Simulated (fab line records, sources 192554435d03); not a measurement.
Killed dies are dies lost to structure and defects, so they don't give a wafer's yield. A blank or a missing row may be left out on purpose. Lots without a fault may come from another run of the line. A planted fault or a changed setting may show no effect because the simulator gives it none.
A struck lot beside a sound one | flow n5_finfet | 15 steps out of a route of 1938
Sound: wafers L266.1, L266.4, L266.6. Struck: wafers L261.1, L261.2, L261.5. The cause comes at the end.
At each step with rows: each side's tool, then ch and its chambers, then its first start. Under that, the readings that differ: sound wafers | struck wafers | difference of the means | sigmas: that difference in standard deviations of wafers without a fault.
alike: readings whose means differ by less than 2 such deviations, and words and numbers that are the same on both sides. not compared: withheld readings, readings that some wafer has no value for, bounds like >300 that may hide the same value, and numbers for which the record gives no deviation and whose values overlap.
The two part at a step that has a row with sigmas, a row that says differs or no value, or rows on one side only. Numbers that don't overlap but have no deviation are shown without sigmas and don't part them. A reading that every wafer of one side lacks parts them only if that side has two wafers or more.

N5_BEOL_M10_RS_MEAS_57: measures by four-point-probe.
  sound on film_metro-02, day 15 23:06; struck on film_metro-01, day 14 13:40
  alike: M10_RS
N5_BEOL_M10_INSPECT_58: inspects for defects (darkfield).
  sound on defect_inspect-02, day 15 23:07; struck on defect_inspect-01, day 14 13:42
  alike: raw_defect_count
N5_BEOL_M11_ILD_DEP_00: deposits SiCOH lowk from DEMS/porogen, target thk 308.51 nm, time 58 s.
  sound on pecvd-04 ch 0,2, day 15 23:10; struck on pecvd-01 ch 0,1,2, day 14 13:44
  alike: heater_power_w, showerhead_plenum_p_Torr, throttle_valve_pct
N5_BEOL_M11_CURE_71: cures SiCOH lowk, time 240 s.
  sound on uv_cure-03 ch 2, day 15 23:14; struck on uv_cure-01 ch 2, day 14 14:04
  alike: lamp_power_pct, wafer_temp_C_max
N5_BEOL_M11_THK_MEAS_01:
  sound on film_metro-01, day 15 23:45; struck on film_metro-02, day 14 14:35
  alike: M11_ILD_THK
N5_BEOL_M11_PECVD_70: deposits SiO2 from TEOS/O2, target thk 20 nm, time 22.7 s.
  sound on pecvd-04 ch 0,1,2, day 15 23:47; struck on pecvd-01 ch 0,1, day 14 14:37
  alike: heater_power_w, showerhead_plenum_p_Torr, throttle_valve_pct
N5_BEOL_M11_HM_DEP_02: deposits TiN, target thk 20 nm.
  sound on pvd_sputter-03, day 16 02:42; struck on pvd_sputter-02, day 14 14:41
  alike: throttle_valve_pct
then, 5 steps without rows for these wafers: N5_BEOL_M11_COAT_59 (time 60 s, resist thk 100 nm); N5_BEOL_M11_COAT_60 (time 60 s, resist thk 30 nm); N5_BEOL_M11_COAT_05 (resist thk 90 nm); N5_BEOL_M11_EBR_07; N5_BEOL_M11_SOFTBAKE_06 (time 60 s).
N5_BEOL_M11_EXPOSE_08: exposes mask M11.
  sound on arfi_scanner-03 ch 0, day 16 02:57; struck on arfi_scanner-02 ch 0, day 14 14:55
  reading              | sound             | struck            | difference | sigmas
  exposure_dose_mJ_cm2 | 53.75 53.81 53.78 | 54.75 54.77 54.68 | +0.95      | +17
  focus_offset_nm (nm) | 0.8 0.6 0.2       | -0.9 -0.7 -0.3    | -1.2       | -2
  alike: mask
then, 1 step without rows for these wafers: N5_BEOL_M11_PEB_09 (peb time 60 s).
N5_PASSIVATION_PROBE_49:
  the record has rows for the sound wafers here (prober-02, day 18 13:34) and none for the struck ones

WHERE THEY PART
First at N5_BEOL_M11_EXPOSE_08; last, within this record, at N5_PASSIVATION_PROBE_49.

WHY: what the simulator had put in
Process parameter drift: arfi_scanner-02, from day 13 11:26 on, at N5_BEOL_M11_EXPOSE_08. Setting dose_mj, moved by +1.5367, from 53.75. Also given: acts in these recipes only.
